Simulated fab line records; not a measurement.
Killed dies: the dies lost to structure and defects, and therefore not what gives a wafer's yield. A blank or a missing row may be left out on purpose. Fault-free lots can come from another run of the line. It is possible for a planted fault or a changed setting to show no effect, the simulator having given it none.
Comparing a struck lot with a sound one    flow n5_finfet    37 steps out of a route of 1938
Sound: these wafers, L461.1, L461.2, L461.5. Struck: wafer L468.4. The cause is named last.
Order at every step that has rows: each side's tool, ch and its chambers, its first start. Under that, the readings that differ: sound wafers    struck wafers    difference of the means    sigmas: that difference in standard deviations of wafers without a fault.
alike: same words and numbers on both sides, and readings whose means sit less than 2 such deviations apart. not compared: any withheld reading, any reading some wafer has no value for, any bound like >300 that may hide the same value, and any number with overlapping values for which the record gives no deviation.
Wherever a step has rows on one side only, a row that says differs or no value, or a row with sigmas, the two part there. Non-overlapping numbers with no deviation appear without sigmas and do not part them. Lack of a reading on every wafer of one side parts them only where that side has two or more wafers.

N5_BEOL_M6_CD_MEAS_28: target cd 40 nm.
  sound on cd_sem-03 ch 0, day 11 18:05; struck on cd_sem-01 ch 0, day 13 10:31
  alike: cd_nm
N5_BEOL_M6_OVL_MEAS_29:
  sound on overlay-01 ch 0, day 11 18:07; struck on overlay-02 ch 0, day 13 10:33
  alike: V5_OVL
N5_BEOL_M6_INSPECT_30: inspects for defects (brightfield).
  sound on defect_inspect-02, day 11 18:10; struck on defect_inspect-02, day 13 10:35
  alike: raw_defect_count
N5_BEOL_M6_DESCUM_33: chemistry O2, time 7 s.
  sound on rie_diel-03 ch 1,2,3, day 11 18:12; struck on rie_diel-04 ch 2, day 13 10:55
reading                sound           struck  difference  sigmas
oes_product_au (a.u.)  0.88 0.82 0.95  0.68    -0.20       -2
  alike: drypump_motor_current_A, o2_flow_sccm, rf_vpp_V, showerhead_plenum_p_Torr, throttle_valve_pct
  not compared: rf_hours_counter_h
then, 2 steps without rows for these wafers: N5_BEOL_M6_ETCH_72 (etches underlayer in N2/H2, target depth 6.5 nm, time 5.2 s); N5_BEOL_M6_ETCH_65 (etches SiARC in CF4, target depth 15.6 nm, time 26 s).
N5_BEOL_M6_ETCH_66: etches SOC in N2/H2, target depth 80 nm, overetch 16 nm, time 120 s.
  sound on rie_diel-03 ch 1,2,3, day 11 18:17; struck on rie_diel-04 ch 2, day 13 10:59
  alike: drypump_motor_current_A, oes_product_au, rf_fwd_power_W, rf_vpp_V, showerhead_plenum_p_Torr, throttle_valve_pct
  not compared: rf_hours_counter_h
then, 4 steps without rows for these wafers: N5_BEOL_M6_STRIP_69 (strips in N2/H2); N5_BEOL_M6_STRIP_73 (strips in N2/H2); N5_BEOL_M6_VIA_ETCH_34 (etches SiCOH lowk in C4F6/O2, target depth 126.3 nm, time 50.9 s); N5_BEOL_M6_STRIP_76 (strips in C4F6/O2).
N5_BEOL_M6_STRIP_36: strips in N2/H2.
  sound on rie_diel-03 ch 1,2,3, day 11 18:26; struck on rie_diel-04 ch 2, day 13 11:08
reading                sound           struck  difference  sigmas
oes_product_au (a.u.)  0.89 0.82 0.95  0.69    -0.20       -2
  alike: drypump_motor_current_A, rf_vpp_V, showerhead_plenum_p_Torr, throttle_valve_pct
  not compared: rf_hours_counter_h
N5_BEOL_M6_TRENCH_ETCH_37: etches SiCOH lowk in C4F6/O2, target depth 94.435 nm, time 31.5 s.
  sound on rie_diel-03 ch 1,2,3, day 11 18:28; struck on rie_diel-04 ch 2, day 13 11:11
reading                              sound              struck  difference  sigmas
oes_f_703_au (a.u.)                  0.91 0.81 0.92     0.54    -0.34       -3
oes_product_au (a.u.)                0.88 0.82 0.93     0.66    -0.22       -2
rf_fwd_power_W (W)                   340.1 340.6 338.8  274.4   -65.4       -44
rf_vpp_V (V)                         639 672 655        760     +105        +7
model.BEOL_M6.feature_depth_nm (nm)  94.2 94.2 93       86.2    -7.6        
model.etch.depth_nm (nm)             94.15 94.3 93.02   86.15   -7.67       
  alike: O2_flow_sccm, drypump_motor_current_A, showerhead_plenum_p_Torr, throttle_valve_pct
  not compared: rf_hours_counter_h
then, 2 steps without rows for these wafers: N5_BEOL_M6_ETCH_41 (etches SiCN in CH3F/O2, target depth 29.7 nm, time 52 s); N5_BEOL_M6_STRIP_80 (strips in N2/H2, time 10 s).
N5_BEOL_M6_OCD_MEAS_38:
  sound on ocd-01, day 11 18:38; struck on ocd-01, day 13 11:20
reading               sound           struck  difference  sigmas
trench_depth_nm (nm)  94.3 94.1 93.0  86.5    -7.3        -4
then, 4 steps without rows for these wafers: N5_BEOL_M6_HM_STRIP_39 (strips TiN in peroxide tin strip, target depth 25 nm, time 158 s); N5_BEOL_M6_SRD_40 (time 30 s); N5_BEOL_M6_PRECLEAN_42 (cleans in residue remover, time 60 s); N5_BEOL_M6_SRD_43 (time 30 s).
N5_BEOL_M6_CD_MEAS_35: target cd 40 nm, target cd y 28 nm.
  sound on cd_sem-01, day 11 18:47; struck on cd_sem-03, day 13 11:30
  alike: cd_nm
then, 1 step without rows for these wafers: N5_BEOL_M6_CURE_75 (cures SiCOH lowk, time 120 s).
N5_BEOL_M6_DEGAS_44: time 60 s.
  sound on pvd_sputter-02, day 11 21:18; struck on pvd_sputter-01, day 13 13:32
  alike: heater_power_w
N5_BEOL_M6_PRE_CLEAN_45: time 30 s.
  sound on pvd_sputter-02, day 11 21:20; struck on pvd_sputter-01, day 13 13:35
  alike: heater_power_w
then, 6 steps without rows for these wafers: N5_BEOL_M6_ALD_77 (deposits TaN, target thk 2 nm, pulse time 2 s, purge time 3 s); N5_BEOL_M6_SURFACE_TREAT_79; N5_BEOL_M6_CVD_78 (deposits Co from CCTBA/H2, target thk 2 nm, time 142.3 s); N5_BEOL_M6_SPUTTER_48 (material Cu, target thk 10 nm, time 1.667 s); N5_BEOL_M6_ECD_50 (material Cu, target thk 300 nm); N5_BEOL_M6_ANNEAL_51 (time 90 s).
N5_BEOL_M6_CMP_52: polishes, stops on SiCOH lowk, t overpolish 6.9 s, target thk 80 nm.
  sound on cmp-01 ch 0,1,3, day 11 22:56; struck on cmp-03 ch 1, day 13 16:02
reading                                 sound           struck  difference  sigmas
model.Cu_of_BEOL_M6_ECD_50.thk_nm (nm)  81.6 80.4 78.2  72.4    -7.7        
  alike: barrier_field_endpoint_s, motor_current_A, overpolish_run_s, time_to_endpoint_s
N5_BEOL_M6_THK_MEAS_53: measures by xrf.
  sound on film_metro-01, day 11 23:14; struck on film_metro-01, day 13 16:20
reading      sound           struck  difference  sigmas
M6_THK (nm)  82.3 80.9 79.0  73.7    -7.0        -3
then, 2 steps without rows for these wafers: N5_BEOL_M6_PRE_CLEAN_55 (time 15 s); N5_BEOL_M6_DEP_56 (deposits SiCN from 3MS/NH3, target thk 10 nm, time 17.5 s).
N5_BEOL_M6_RS_MEAS_57: measurement is done with a four-point probe.
  sound on film_metro-02, day 11 23:23; struck on film_metro-02, day 13 16:28
reading         sound              struck  difference  sigmas
M6_RS (ohm/sq)  0.279 0.284 0.294  0.322   +0.036      +4
N5_BEOL_M6_INSPECT_58: inspects for defects (darkfield).
  sound on defect_inspect-02, day 11 23:25; struck on defect_inspect-02, day 13 16:29
  alike: raw_defect_count
N5_PASSIVATION_PROBE_49:
  the record holds rows for the sound wafers here (prober-02, day 15 10:02) but none for the struck ones

== WHERE THEY PART ==
Earliest at N5_BEOL_M6_DESCUM_33; latest, in this record, at N5_PASSIVATION_PROBE_49.

WHY: whatever the simulator had introduced
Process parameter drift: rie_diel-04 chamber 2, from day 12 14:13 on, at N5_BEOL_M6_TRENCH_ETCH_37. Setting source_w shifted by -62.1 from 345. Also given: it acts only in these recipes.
